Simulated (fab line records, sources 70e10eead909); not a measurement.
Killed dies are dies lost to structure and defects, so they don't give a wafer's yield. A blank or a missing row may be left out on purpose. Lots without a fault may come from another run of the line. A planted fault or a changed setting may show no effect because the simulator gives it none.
One fault seen from 2 desks | flow nand_harc | each desk has only its own numbers; what lay behind them comes last

THE METROLOGY DESK
What the gauges read, lot by lot, whatever tool the lot ran on: means of the sampled wafers that have a number. A lot is out of limits, marked OUT, if its mean lies more than 4 standard deviations from the usual mean; the brackets give that distance.
Columns: A = cd_nm at NHARC_A_BLC_CD_MEAS_10, usual 99.5 nm
lot  | first seen here | A
L120 | day 23 03:52    | 98.2
L122 | day 23 21:28    | 99.2
L124 | day 24 14:21    | 100.5
L123 | day 24 22:30    | 99.7
L128 | day 25 14:17    | 98.3
L131 | day 27 12:26    | 104.3 (+4.8) OUT
L134 | day 28 08:41    | 98.5
L133 | day 28 10:25    | 102.1
L135 | day 28 15:53    | 99.1
L140 | day 31 01:28    | 98.8
L142 | day 31 11:19    | 98.6
L141 | day 31 14:52    | 100.1
This desk's finding: out of limits on L131; first on L131, day 27 12:26 (cd_nm at NHARC_A_BLC_CD_MEAS_10). In limits: L120, L122, L124, L123, L128, L134, L133, L135, L140, L142, L141.

THE TOOL OWNER'S DESK: arfi_scanner-01
The tool's own readings at NHARC_A_BLC_EXPOSE_07 (exposes mask A BLC, target cd 100 nm): means of the sampled wafers that have a number, for each lot that ran on this tool. A lot is out of limits, marked OUT, if its mean lies more than 4 standard deviations from the usual mean; the brackets give that distance.
Columns: A = exposure_dose_mJ_cm2 at NHARC_A_BLC_EXPOSE_07, usual 67.98
lot  | first seen here | A
L120 | day 23 03:44    | 67.99
L123 | day 24 22:22    | 67.96
L128 | day 25 14:08    | 67.93
L131 | day 27 12:18    | 73.75 (+87) OUT
L133 | day 28 10:17    | 72.57 (+70) OUT
This desk's finding: out of limits on L131, L133; first on L131, day 27 12:18 (exposure_dose_mJ_cm2 at NHARC_A_BLC_EXPOSE_07). In limits: L120, L123, L128.

PUT TOGETHER
The tool owner's desk could have raised an alarm at day 27 12:18, on L131, L133.
The metrology desk could have raised an alarm at day 27 12:26, on L131.
The metrology desk has L133 on record, within its limits.
Of the lots named, all ran NHARC_A_BLC_EXPOSE_07 on arfi_scanner-01.

WHAT THE SIMULATOR HAD PUT IN
Process parameter drift: arfi_scanner-01, from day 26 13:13 on, at NHARC_A_BLC_EXPOSE_07. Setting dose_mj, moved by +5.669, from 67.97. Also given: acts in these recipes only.
Lots struck among those shown: L131, L133.
Hours from the fault's start to each desk's first reading out of limits: the tool owner's desk, 23; the metrology desk, 23.
